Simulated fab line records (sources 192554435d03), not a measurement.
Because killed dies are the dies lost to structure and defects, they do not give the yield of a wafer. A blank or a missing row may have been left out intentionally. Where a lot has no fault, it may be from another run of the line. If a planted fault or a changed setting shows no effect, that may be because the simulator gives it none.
Lot-split experiment	flow n5_finfet	7 lots, 21 wafers read, on a route of 1938 steps

## THE SPLIT ITSELF
At N5_BEOL_M2_TRENCH_ETCH_37 (etches SiOC in C4F6/O2, target depth 55.555 nm, time 29.2 s), the setting source_w was moved away from the recipe's 355 W on 2 of the 21 wafers read, by -11.7% to +13.8%. The other wafers ran this setting at the recipe's value.

## FROM THE SPLIT TO THE READING: what the file shows between them, 10 steps
- N5_BEOL_M2_ETCH_41: etches SiCN in CH3F/O2, target depth 29.9 nm, time 52.5 s
- N5_BEOL_M2_STRIP_97: strips in N2/H2, time 10 s
- N5_BEOL_M2_ECD_50: material Cu, target thk 300 nm
- N5_BEOL_M2_ANNEAL_51: time 90 s
- N5_BEOL_M2_CMP_52: polishes, stops on SiOC, t overpolish 6.8 s, target thk 40 nm
- N5_BEOL_M2_THK_MEAS_53: measures by xrf
- N5_BEOL_M2_PRE_CLEAN_60: time 15 s
- N5_BEOL_M2_CO_CAP_55: material Co, precursor CCTBA/H2, target thk 2 nm, time 102.1 s
- N5_BEOL_M2_PRE_CLEAN_56: time 15 s
- N5_BEOL_M2_DEP_57: deposits SiCN from 3MS/NH3, target thk 8 nm, time 14 s

## THE READING
Measured at N5_BEOL_M2_RS_MEAS_58 by four-point probe: M2_RS, in ohm/sq. On this fab line, fault-free wafers typically give 0.657 ohm/sq with a standard deviation of 0.027 ohm/sq.

wafer	tool, chamber at the split	source_w as run, W	against the recipe	M2_RS, ohm/sq	against lot-mates on the recipe
L074.1	rie_diel-04, 3,2,0	355	recipe	0.671	-
L074.2	rie_diel-04, 3,2,0	355	recipe	0.677	-
L074.3	rie_diel-04, 3,2,0	355	recipe	0.665	-
L076.2	rie_diel-02, 2,3,3	355	recipe	0.658	-
L076.3	rie_diel-02, 2,3,3	355	recipe	0.662	-
L076.6	rie_diel-02, 2,3,3	355	recipe	0.677	-
L078.4	rie_diel-03, 0,3	355	recipe	0.672	-
L078.5	rie_diel-03, 0,3	355	recipe	0.666	-
L078.6	rie_diel-03, 1	403.9	+13.8%	0.605	-0.064
L080.1	rie_diel-04, 2,1,3	355	recipe	0.728	-
L080.3	rie_diel-04, 2,1,3	355	recipe	0.697	-
L080.6	rie_diel-04, 2,1,3	355	recipe	0.712	-
L084.1	rie_diel-02, 1,3,2	355	recipe	0.629	-
L084.2	rie_diel-02, 1,3,2	355	recipe	0.635	-
L084.4	rie_diel-02, 1,3,2	355	recipe	0.626	-
L089.2	rie_diel-02, 0,1	355	recipe	0.631	-
L089.4	rie_diel-02, 0,1	355	recipe	0.637	-
L089.6	rie_diel-02, 1	313.6	-11.7%	0.722	+0.088
L093.2	rie_diel-03, 3,1,2	355	recipe	0.651	-
L093.5	rie_diel-03, 3,1,2	355	recipe	0.650	-
L093.6	rie_diel-03, 3,1,2	355	recipe	0.634	-
If several chambers appear in one row, that row covers several wafers at once and the file leaves open which wafer was in which chamber.

THE FIT
A straight line over all 21 wafers: M2_RS changes by -0.00456 ohm/sq for each +1% of source_w; r = -0.56; the points scatter about the line by 0.028 ohm/sq.
The same after taking each lot's own level away (the mean of its wafers on the recipe; 21 wafers): -0.00587 ohm/sq for each +1%; r = -0.93; scatter 0.0092 ohm/sq.
According to that fit, moving source_w by its largest amount changes the reading by 0.081 ohm/sq.
Across the lots, their own levels run from 0.6300 to 0.7123 ohm/sq, a range of 3.0 times the standard deviation given above.
So the lot-to-lot level blurs the effect unless lot-mates are compared.
Check: for one of the wafers moved furthest among these (+13.8%), held out of the fit, the line's prediction against its lot-mates is -0.104 ohm/sq. Against them it came out at -0.064 ohm/sq.

## THE WHOLE CHAIN: every reading that the file lists as answering this split, in the file's order
step	what it does	reading	change (the file's fit)	r (the file's)
N5_BEOL_M2_CMP_52	polishes, stops on SiOC, t overpolish 6.8 s, target thk 40 nm	Cu_of_BEOL_M2_ECD_50.thk_nm (the simulator's own value, which no gauge read)	+0.271 nm for each +1% of the setting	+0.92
N5_BEOL_M2_THK_MEAS_53	measures by xrf	M2_THK	+0.279 for each +1% of the setting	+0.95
N5_BEOL_M2_RS_MEAS_58	measures by four-point-probe	M2_RS	-0.00586 for each +1% of the setting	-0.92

## THE FILE'S OWN FIT
M2_RS changes by -0.00586 ohm/sq for each +1% of source_w, r = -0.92.
